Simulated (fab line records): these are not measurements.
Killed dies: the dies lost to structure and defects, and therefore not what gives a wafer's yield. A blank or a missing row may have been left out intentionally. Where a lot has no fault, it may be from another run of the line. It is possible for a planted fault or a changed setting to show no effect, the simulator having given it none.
fab line records + flow n5_finfet
record:
- lots: 7
- wafers: 21
- last_day: 18
route steps=1938 shown GATE_CUT@474
lots that met no fault: taken from a fault-free run of the same line
start_h: hours from the record's first day to the start of the lot's first wafer shown + wait_h: how many hours have passed since the lot's step before this one + " as in the row above + L1.1+2: several wafers, shown together as one row + - no value, or no start given + * or withheld: withheld + < > ~ a bound
route shown NAME@n: a module of which the file shows steps, and the number in the route of the first + usual: mean and standard deviation over wafers with no fault + same: alike in all rows + chamber/n: place in a boat + sites: each site's reading + _std_site: the standard deviation of these + _edge_site: the outer-site mean with the inner-site mean subtracted + radius_mm: for every site, how far away it sits from the centre of the wafer + mask NAME#n: copy n + behind: the last tool/chamber to shape the wafer + hold: why the lot was held/for how many hours/how that ended + device: names the non-switching transistor (n, p or np) + end of line: at the end of the route, the tests of the same wafers + a step with no rows: only its recipe + killed: at the first sort, the dies lost to defects and structure; wafer yield is something else + map: a wafer's dies, x killed, . not, _ none there
set.NAME: the setting the step ran with; set.NAME@STEP: the setting that earlier step ran with + model.NAME: the simulator's own value behind a step, which no gauge read
lots at selected steps of the route; one table per step, one row per wafer
services: a tool's chamber out of use, with start hour (start_h, from the record's first day; less than 0 if before it), hours out, and reason
== steps ==
step: N5_GATE_CUT_PECVD_57
recipe:
- material: SiNx
- target_thk_a: 210
- temp_c: 400
- precursor: SiH4/NH3/N2
- pressure_torr: 1.5
- rf_w: 300
usual:
- heater_power_outer_w: 470/76
- heater_power_w: 794/93
- showerhead_plenum_p_Torr: 5.15/0.077
- throttle_valve_pct: 40.3/2
| lot.wafer | tool     | chamber | start_h | wait_h | heater_power_outer_w | heater_power_w | showerhead_plenum_p_Torr | since_wet_clean_h | throttle_valve_pct |
|-----------|----------|---------|---------|--------|----------------------|----------------|--------------------------|-------------------|--------------------|
| L796.1    | pecvd-04 | 2       | 96.98   | 1.1    | 410                  | 692            | 5.06                     | 47                | 36.9               |
| L796.2    | "        | 0       | "       | "      | 509                  | 786            | 5.22                     | 801               | 39.0               |
| L796.3    | "        | 1       | "       | "      | 535                  | 876            | 5.10                     | 1526              | 40.0               |
| L800.1    | pecvd-04 | 0       | 122.09  | 2.2    | 559                  | 878            | 5.23                     | 826               | 39.1               |
| L800.3    | "        | 1       | "       | "      | 524                  | 867            | 5.11                     | 1551              | 40.1               |
| L800.4    | "        | 0       | "       | "      | 569                  | 878            | 5.22                     | -                 | 38.9               |
| L810.2    | pecvd-03 | 2       | 179.90  | 1.1    | 426                  | 743            | 5.20                     | 311               | 37.6               |
| L810.5    | "        | 1       | "       | "      | 658                  | 983            | 4.98                     | -                 | 42.0               |
| L810.6    | "        | 2       | "       | "      | 423                  | 742            | 5.19                     | -                 | 37.6               |
| L811.4    | pecvd-03 | 1       | 189.43  | 1.1    | 515                  | 802            | 5.00                     | -                 | 41.6               |
| L811.5    | "        | 0       | "       | "      | 477                  | 816            | 5.23                     | -                 | 43.0               |
| L811.6    | "        | 2       | "       | "      | 340                  | 617            | 5.19                     | -                 | 37.7               |
| L812.2    | pecvd-02 | 0       | 191.58  | 1.1    | 388                  | 765            | 5.22                     | 714               | 39.4               |
| L812.3    | "        | 1       | "       | "      | 398                  | 702            | 5.15                     | 1439              | 42.3               |
| L812.5    | "        | 0       | "       | "      | 368                  | 757            | 5.22                     | -                 | 39.3               |
| L816.3    | pecvd-02 | 1       | 214.49  | 1.1    | 447                  | 754            | 5.16                     | -                 | 42.2               |
| L816.5    | "        | 1       | "       | "      | 444                  | 747            | 5.13                     | -                 | 42.1               |
| L816.6    | "        | 0       | "       | "      | 461                  | 859            | 5.20                     | -                 | 39.4               |
| L817.1    | pecvd-02 | 1       | 225.80  | 1.1    | 396                  | 682            | 5.14                     | 1473              | 42.6               |
| L817.4    | "        | 0       | "       | "      | 438                  | 822            | 5.20                     | -                 | 39.6               |
| L817.6    | "        | 0       | "       | "      | 430                  | 826            | 5.22                     | -                 | 39.7               |
step: N5_GATE_CUT_CMP_02
recipe:
- stop_on: SiO2
- t_overpolish_s: 12.7
- post_cmp_clean: alkaline_brush
- down_force_psi: 2.5
- platen_rpm: 51.8
- pad_velocity_m_s: 1.0307
- target_thk_nm: 0
usual:
- edge_zone_pressure_frac: 1.000/0.005
- motor_current_A: 9.2/0.95
- overpolish_run_s: 12.701/0.0086
- time_to_endpoint_s: 24.1/2.6
| lot.wafer | tool   | chamber | start_h | wait_h | edge_zone_pressure_frac | motor_current_A | overpolish_run_s | time_to_endpoint_s |
|-----------|--------|---------|---------|--------|-------------------------|-----------------|------------------|--------------------|
| L796.1    | cmp-04 | 3       | 97.05   | 0.1    | 1.007                   | 10.7            | 12.706           | 22.0               |
| L796.3    | "      | 0       | "       | "      | 1.004                   | 10.1            | 12.705           | 26.0               |
| L796.2    | "      | 2       | "       | "      | 0.999                   | 7.8             | 12.705           | 30.4               |
| L800.3    | cmp-03 | 3       | 122.16  | 0.1    | 1.003                   | 9.2             | 12.698           | 23.7               |
| L800.1    | "      | 0       | "       | "      | 0.991                   | 9.0             | 12.694           | 22.5               |
| L800.4    | "      | 1       | "       | "      | 1.005                   | 9.2             | 12.687           | 24.7               |
| L810.2    | cmp-04 | 0       | 180.05  | 0.1    | 0.990                   | 9.9             | 12.689           | 25.9               |
| L810.5    | "      | 2       | "       | "      | 1.005                   | 8.0             | 12.690           | 25.1               |
| L810.6    | "      | 3       | "       | "      | 0.995                   | 10.2            | 12.712           | 18.8               |
| L811.4    | cmp-03 | 2       | 189.52  | 0.1    | 0.992                   | 8.3             | 12.699           | 26.5               |
| L811.6    | "      | 1       | "       | "      | 1.002                   | 8.8             | 12.698           | 27.8               |
| L811.5    | "      | 2       | "       | "      | 0.998                   | 8.3             | 12.687           | 28.5               |
| L812.3    | cmp-02 | 1       | 191.69  | 0.1    | 0.996                   | 11.5            | 12.706           | 21.9               |
| L812.2    | "      | 2       | "       | "      | 0.994                   | 8.6             | 12.701           | 23.4               |
| L812.5    | "      | 1       | "       | "      | 0.999                   | 11.6            | 12.709           | 21.0               |
| L816.3    | cmp-04 | 2       | 214.57  | 0.1    | 1.012                   | 7.8             | 12.698           | 29.5               |
| L816.5    | "      | 2       | "       | "      | 1.005                   | 8.0             | 12.691           | 27.9               |
| L816.6    | "      | 3       | "       | "      | 1.001                   | 10.0            | 12.711           | 22.8               |
| L817.1    | cmp-03 | 2       | 225.90  | 0.1    | 0.992                   | 8.3             | 12.699           | 25.3               |
| L817.4    | "      | 3       | "       | "      | 1.002                   | 9.8             | 12.701           | 25.8               |
| L817.6    | "      | 3       | "       | "      | 0.999                   | 8.9             | 12.694           | 25.0               |
step: N5_GATE_CUT_HM_DEP_46
recipe:
- material: SiO2
- target_thk_a: 1300
- temp_c: 400
- precursor: TEOS/O2
- pressure_torr: 6.5
- rf_w: 900
- teos_flow_sccm: 161.4
- gas: O2
- flow_sccm: 2650
- time_s: 26.6
usual:
- heater_power_outer_w: 330/77
- heater_power_w: 599/97
- showerhead_plenum_p_Torr: 8.34/0.044
- throttle_valve_pct: 18.7/0.98
| lot.wafer | tool     | chamber | start_h | wait_h | heater_power_outer_w | heater_power_w | showerhead_plenum_p_Torr | since_wet_clean_h | throttle_valve_pct |
|-----------|----------|---------|---------|--------|----------------------|----------------|--------------------------|-------------------|--------------------|
| L796.1    | pecvd-03 | 1       | 97.38   | 0.0    | 419                  | 692            | 8.28                     | 1708              | 19.2               |
| L796.2    | "        | 0       | "       | "      | 310                  | 633            | 8.39                     | 983               | 19.9               |
| L796.3    | "        | 2       | "       | "      | 246                  | 491            | 8.37                     | 229               | 17.3               |
| L800.1    | pecvd-03 | 2       | 122.49  | 0.0    | 185                  | 414            | 8.35                     | 254               | 17.6               |
| L800.3    | "        | 0       | "       | "      | 339                  | 651            | 8.40                     | 1008              | 20.1               |
| L800.4    | "        | 2       | "       | "      | 189                  | 412            | 8.37                     | -                 | 17.5               |
| L810.2    | pecvd-04 | 0       | 180.31  | 0.0    | 420                  | 703            | 8.37                     | 884               | 18.4               |
| L810.5    | "        | 1       | "       | "      | 359                  | 653            | 8.33                     | -                 | 18.8               |
| L810.6    | "        | 0       | "       | "      | 414                  | 703            | 8.39                     | -                 | 18.3               |
| L811.4    | pecvd-03 | 0       | 189.83  | 0.1    | 339                  | 661            | 8.40                     | -                 | 20.2               |
| L811.5    | "        | 1       | "       | "      | 396                  | 652            | 8.28                     | -                 | 19.6               |
| L811.6    | "        | 2       | "       | "      | 190                  | 423            | 8.36                     | -                 | 17.4               |
| L812.2    | pecvd-03 | 0       | 191.98  | 0.0    | 424                  | 769            | 8.37                     | 1077              | 20.0               |
| L812.3    | "        | 1       | "       | "      | 448                  | 705            | 8.27                     | 1802              | 19.8               |
| L812.5    | "        | 2       | "       | "      | 261                  | 513            | 8.36                     | -                 | 17.6               |
| L816.3    | pecvd-03 | 2       | 214.90  | 0.0    | 249                  | 496            | 8.36                     | 346               | 17.8               |
| L816.5    | "        | 2       | "       | "      | 252                  | 497            | 8.37                     | -                 | 17.7               |
| L816.6    | "        | 0       | "       | "      | 356                  | 656            | 8.38                     | -                 | 19.9               |
| L817.1    | pecvd-02 | 0       | 226.23  | 0.0    | 199                  | 506            | 8.38                     | 749               | 18.8               |
| L817.4    | "        | 1       | "       | "      | 219                  | 471            | 8.35                     | -                 | 19.9               |
| L817.6    | "        | 1       | "       | "      | 228                  | 454            | 8.33                     | -                 | 19.6               |
step: N5_GATE_CUT_COAT_34
recipe:
- resist: SOC
- temp_c: 250
- time_s: 60
- spin_rpm: 1500
- resist_thk_nm: 60
step: N5_GATE_CUT_COAT_35
recipe:
- resist: SiARC
- temp_c: 220
- time_s: 60
- spin_rpm: 1500
- resist_thk_nm: 10
step: N5_GATE_CUT_COAT_27
recipe:
- resist: underlayer
- temp_c: 205
- time_s: 60
- spin_rpm: 1500
- resist_thk_nm: 10
step: N5_GATE_CUT_COAT_07
recipe:
- resist: CAR-EUV
- spin_rpm: 1500
- resist_thk_nm: 30
step: N5_GATE_CUT_EBR_09
recipe:
- solvent: PGMEA
- ebr_width_mm: 1.5
step: N5_GATE_CUT_SOFTBAKE_08
recipe:
- temp_c: 110
- time_s: 60
- resist: CAR-EUV
step: N5_GATE_CUT_EXPOSE_10
recipe:
- mask_id: GATE_CUT
- na: 0.33
- source_shape: annular
- sigma_inner: 0.35
- sigma_outer: 0.8
- polarization: unpolarized
- target_cd_nm: 20
- dose_mj: 43.25
step: N5_GATE_CUT_PEB_11
recipe:
- peb_temp_c: 100
- peb_time_s: 60
- resist: CAR-EUV
step: N5_GATE_CUT_DEVELOP_12
recipe:
- develop_time_s: 30
- developer: TMAH
- resist: CAR-EUV
- rinse_liquid: surfactant_rinse
- dry: air_spin
- dev_temp_c: 23
usual:
- chill_plate_temp_C: 23.00/0.091
- develop_time_s: 30/0
| lot.wafer | tool           | chamber | start_h | wait_h | chill_plate_temp_C | develop_time_s | model.CAR-EUV_of_GATE_CUT_COAT_07.thk_nm |
|-----------|----------------|---------|---------|--------|--------------------|----------------|------------------------------------------|
| L796.1    | litho_track-01 | 0       | 97.66   | -      | 23.09              | 30             | 29.6                                     |
| L796.2    | "              | 0       | "       | "      | 22.90              | 30             | 29.6                                     |
| L796.3    | "              | 0       | "       | "      | 23.00              | 30             | 29.6                                     |
| L800.1    | litho_track-03 | 0       | 122.77  | -      | 23.02              | 30             | 29.6                                     |
| L800.3    | "              | 0       | "       | "      | 22.92              | 30             | 29.6                                     |
| L800.4    | "              | 0       | "       | "      | 23.02              | 30             | 29.4                                     |
| L810.2    | litho_track-01 | -       | 180.58  | -      | -                  | -              | 30                                       |
| L810.5    | "              | -       | "       | "      | -                  | -              | 30                                       |
| L810.6    | "              | -       | "       | "      | -                  | -              | 30                                       |
| L811.4    | litho_track-03 | -       | 190.09  | -      | -                  | -              | 30                                       |
| L811.5    | "              | -       | "       | "      | -                  | -              | 30                                       |
| L811.6    | "              | -       | "       | "      | -                  | -              | 29.8                                     |
| L812.2    | litho_track-04 | -       | 192.26  | -      | -                  | -              | 30                                       |
| L812.3    | "              | -       | "       | "      | -                  | -              | 30                                       |
| L812.5    | "              | -       | "       | "      | -                  | -              | 30                                       |
| L816.3    | litho_track-03 | 0       | 215.30  | -      | 22.98              | 30             | 29.4                                     |
| L816.5    | "              | 0       | "       | "      | 23.05              | 30             | 29.2                                     |
| L816.6    | "              | 0       | "       | "      | 22.96              | 30             | 29.4                                     |
| L817.1    | litho_track-01 | 0       | 226.66  | -      | 23.11              | 30             | 29.6                                     |
| L817.4    | "              | 0       | "       | "      | 23.06              | 30             | 29.6                                     |
| L817.6    | "              | 0       | "       | "      | 23.15              | 30             | 29.6                                     |
step: N5_GATE_CUT_CD_MEAS_13
recipe:
- target_cd_nm: 20
- landing_energy_ev: 500
- detector: se_inlens
usual:
- cd_nm: 20.01/0.28
| lot.wafer | tool      | chamber | start_h | wait_h | cd_nm |
|-----------|-----------|---------|---------|--------|-------|
| L796.1    | cd_sem-03 | 0       | 97.72   | -      | 19.54 |
| L796.2    | "         | 0       | "       | "      | 19.57 |
| L796.3    | "         | 0       | "       | "      | 19.75 |
| L800.1    | cd_sem-02 | 0       | 122.83  | -      | 19.96 |
| L800.3    | "         | 0       | "       | "      | 20.09 |
| L800.4    | "         | 0       | "       | "      | 20.31 |
| L810.2    | cd_sem-02 | 0       | 180.64  | -      | -     |
| L810.5    | "         | 0       | "       | "      | -     |
| L810.6    | "         | 0       | "       | "      | -     |
| L811.4    | cd_sem-01 | 0       | 190.15  | -      | -     |
| L811.5    | "         | 0       | "       | "      | -     |
| L811.6    | "         | 0       | "       | "      | -     |
| L812.2    | cd_sem-02 | 0       | 192.32  | -      | -     |
| L812.3    | "         | 0       | "       | "      | -     |
| L812.5    | "         | 0       | "       | "      | -     |
| L816.3    | cd_sem-03 | 0       | 215.36  | -      | 20.33 |
| L816.5    | "         | 0       | "       | "      | 20.17 |
| L816.6    | "         | 0       | "       | "      | 20.04 |
| L817.1    | cd_sem-02 | 0       | 226.71  | -      | 19.35 |
| L817.4    | "         | 0       | "       | "      | 19.95 |
| L817.6    | "         | 0       | "       | "      | 19.97 |
== services ==
| tool     | chamber | start_h | hours | kind                           |
|----------|---------|---------|-------|--------------------------------|
| pecvd-02 | -       | 104.86  | 0.8   | repair                         |
| pecvd-02 | 1       | 119.52  | 2.1   | scheduled_down                 |
| cmp-03   | -       | 127.78  | 4.0   | pm                             |
| cmp-03   | -       | 131.78  | -     | consumable_replace:conditioner |
| cmp-03   | -       | 131.78  | -     | consumable_replace:pad         |
| pecvd-03 | 1       | 132.31  | 3.7   | repair                         |
| cmp-03   | -       | 144.78  | 18.1  | pm                             |
| pecvd-02 | -       | 149.95  | 0.2   | repair                         |
| pecvd-03 | 2       | 154.16  | 5.0   | repair                         |
| cmp-04   | -       | 154.17  | 0.5   | repair                         |
| pecvd-02 | -       | 163.60  | 0.6   | repair                         |
| cmp-03   | -       | 166.26  | 1.2   | repair                         |
| cmp-03   | -       | 171.73  | 1.7   | repair                         |
| pecvd-02 | -       | 181.91  | 2.8   | pm                             |
| cmp-03   | -       | 183.05  | 3.6   | repair                         |
| pecvd-04 | 0       | 188.12  | 5.5   | scheduled_down                 |
| pecvd-04 | 2       | 193.58  | 2.1   | scheduled_down                 |
| pecvd-02 | 2       | 202.38  | -     | clean                          |
| pecvd-02 | 2       | 202.38  | -     | consumable_replace:showerhead  |
| pecvd-02 | 2       | 202.38  | 29.0  | scheduled_down                 |
| pecvd-02 | 2       | 202.38  | 29.0  | vent_cycle                     |
| cmp-02   | -       | 212.68  | 4.0   | pm                             |
| pecvd-03 | 1       | 214.97  | 2.1   | scheduled_down                 |
| cmp-04   | -       | 217.00  | 5.3   | pm                             |
== key ==
first_sign:
- step: N5_GATE_CUT_DEVELOP_12
- reading: tool_record
- direction: missing
effect none on later readings
model_effect:
- step: N5_GATE_CUT_DEVELOP_12
- value: CAR-EUV_of_GATE_CUT_COAT_07.thk_nm
- without: 29.53
- struck: 29.98
met_at N5_GATE_CUT_DEVELOP_12
struck_wafers L810.2,L810.5,L810.6,L811.4,L811.5,L811.6,L812.2,L812.3,L812.5
later_rows_left_out L810.2,L810.5,L810.6,L811.4,L811.5,L811.6,L812.2,L812.3,L812.5
sort_left_out L810.2,L810.5,L810.6,L811.4,L811.5,L811.6,L812.2,L812.3,L812.5
onset_between 122.77 180.58
fault:
- kind: skipped_step_whole
- tool: litho_track-01,litho_track-03,litho_track-04
- chamber: -
- onset_h: 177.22
- steps: N5_GATE_CUT_DEVELOP_12
- scope: struck_lots_only
sort_left_out: the simulated sort isn't trusted on such a fault, so these wafers' sort isn't shown, and their yield isn't known
later_rows_left_out: the simulator's readings of these wafers behind a module that went badly wrong aren't trusted and aren't shown, but for the sort
